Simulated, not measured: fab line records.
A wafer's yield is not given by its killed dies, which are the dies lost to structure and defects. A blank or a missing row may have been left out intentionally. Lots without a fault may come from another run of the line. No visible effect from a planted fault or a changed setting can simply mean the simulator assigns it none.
Chamber matching :: flow nandHarc :: rieDiel-09 running NHARC_HYBRID_BOND_ACTIVATE_00: 4 sister chambers
The step chemistry N2, time 60 s. 18 wafers are shown with their chamber, then 8 later ones without.

== WAFERS PAIRED WITH THEIR CHAMBERS ==
wafer: L835.1
chamber: 0
showerheadPlenumPTorr (Torr): 1.67
drypumpMotorCurrentA (A): 6.4
oesProductAu (a.u.): 1.000

wafer: L835.3
chamber: 1
showerheadPlenumPTorr (Torr): 1.84
drypumpMotorCurrentA (A): 4.9
oesProductAu (a.u.): 1.005

wafer: L835.5
chamber: 2
showerheadPlenumPTorr (Torr): 1.66
drypumpMotorCurrentA (A): 5.4
oesProductAu (a.u.): 1.012

wafer: L842.2
chamber: 2
showerheadPlenumPTorr (Torr): 1.66
drypumpMotorCurrentA (A): 5.4
oesProductAu (a.u.): 0.983

wafer: L842.4
chamber: 1
showerheadPlenumPTorr (Torr): 1.84
drypumpMotorCurrentA (A): 4.9
oesProductAu (a.u.): 0.988

wafer: L842.5
chamber: 0
showerheadPlenumPTorr (Torr): 1.66
drypumpMotorCurrentA (A): 6.4
oesProductAu (a.u.): 0.983

wafer: L843.1
chamber: 2
showerheadPlenumPTorr (Torr): 1.66
drypumpMotorCurrentA (A): 5.5
oesProductAu (a.u.): 0.986

wafer: L843.4
chamber: 3
showerheadPlenumPTorr (Torr): 1.70
drypumpMotorCurrentA (A): 6.0
oesProductAu (a.u.): 0.998

wafer: L843.6
chamber: 2
showerheadPlenumPTorr (Torr): 1.66
drypumpMotorCurrentA (A): 5.4
oesProductAu (a.u.): 0.993

wafer: L844.1
chamber: 3
showerheadPlenumPTorr (Torr): 1.70
drypumpMotorCurrentA (A): 6.0
oesProductAu (a.u.): 1.001

wafer: L844.2
chamber: 0
showerheadPlenumPTorr (Torr): 1.66
drypumpMotorCurrentA (A): 6.4
oesProductAu (a.u.): 0.992

wafer: L844.5
chamber: 0
showerheadPlenumPTorr (Torr): 1.66
drypumpMotorCurrentA (A): 6.4
oesProductAu (a.u.): 0.994

wafer: L839.1
chamber: 3
showerheadPlenumPTorr (Torr): 1.70
drypumpMotorCurrentA (A): 5.9
oesProductAu (a.u.): 1.000

wafer: L839.2
chamber: 2
showerheadPlenumPTorr (Torr): 1.66
drypumpMotorCurrentA (A): 5.4
oesProductAu (a.u.): 0.986

wafer: L839.6
chamber: 1
showerheadPlenumPTorr (Torr): 1.84
drypumpMotorCurrentA (A): 4.9
oesProductAu (a.u.): 0.989

wafer: L846.1
chamber: 2
showerheadPlenumPTorr (Torr): 1.66
drypumpMotorCurrentA (A): 5.4
oesProductAu (a.u.): 0.986

wafer: L846.2
chamber: 3
showerheadPlenumPTorr (Torr): 1.70
drypumpMotorCurrentA (A): 6.0
oesProductAu (a.u.): 1.001

wafer: L846.4
chamber: 0
showerheadPlenumPTorr (Torr): 1.66
drypumpMotorCurrentA (A): 6.4
oesProductAu (a.u.): 0.998

SIGNATURES (averages over the wafers above)
reading: showerheadPlenumPTorr
chamber 0: 1.6620
chamber 1: 1.8400
chamber 2: 1.6600
chamber 3: 1.7000
scatter within a chamber: 0.00239

reading: drypumpMotorCurrentA
chamber 0: 6.400
chamber 1: 4.900
chamber 2: 5.417
chamber 3: 5.975
scatter within a chamber: 0.0336

reading: oesProductAu
chamber 0: 0.99340
chamber 1: 0.99400
chamber 2: 0.99100
chamber 3: 1.00000
scatter within a chamber: 0.00823
Rule: for each reading, subtract the chamber's mean from the wafer's reading, divide by that reading's scatter and square the result; add these up over the readings and take the root, which gives the wafer's distance from the chamber. If the next closest chamber is less than 2 further off than the closest, the wafer can't be placed; otherwise it belongs to the closest. The scatter is the square root of a quotient: the sum, over the shown wafers, of each reading's squared deviation from its chamber's mean, divided by wafers minus chambers.

== WAFERS WHOSE CHAMBER IS MISSING ==
wafer: L848.1
showerheadPlenumPTorr (Torr): 1.66
drypumpMotorCurrentA (A): 5.4
oesProductAu (a.u.): 0.988

wafer: L848.3
showerheadPlenumPTorr (Torr): 1.66
drypumpMotorCurrentA (A): 6.4
oesProductAu (a.u.): 0.982

wafer: L848.4
showerheadPlenumPTorr (Torr): 1.70
drypumpMotorCurrentA (A): 6.0
oesProductAu (a.u.): 0.988

wafer: L849.2
showerheadPlenumPTorr (Torr): 1.84
drypumpMotorCurrentA (A): 4.9
oesProductAu (a.u.): 0.984

wafer: L849.4
showerheadPlenumPTorr (Torr): 1.70
drypumpMotorCurrentA (A): 6.0
oesProductAu (a.u.): 0.987

wafer: L857.2
showerheadPlenumPTorr (Torr): 1.66
drypumpMotorCurrentA (A): 6.4
oesProductAu (a.u.): 1.002

wafer: L857.4
showerheadPlenumPTorr (Torr): 1.66
drypumpMotorCurrentA (A): 6.4
oesProductAu (a.u.): 1.003

wafer: L857.6
showerheadPlenumPTorr (Torr): 1.70
drypumpMotorCurrentA (A): 6.0
oesProductAu (a.u.): 1.000

== CHAMBER TAKEN BY EACH ==
wafer: L848.1
from the rows above: 2
in truth: 2

wafer: L848.3
from the rows above: 0
in truth: 0

wafer: L848.4
from the rows above: 3
in truth: 3

wafer: L849.2
from the rows above: 1
in truth: 1

wafer: L849.4
from the rows above: 3
in truth: 3

wafer: L857.2
from the rows above: 0
in truth: 0

wafer: L857.4
from the rows above: 0
in truth: 0

wafer: L857.6
from the rows above: 3
in truth: 3
Correctly placed: 8 of 8. From these rows, 0 cannot be placed. Number placed wrongly: 0.
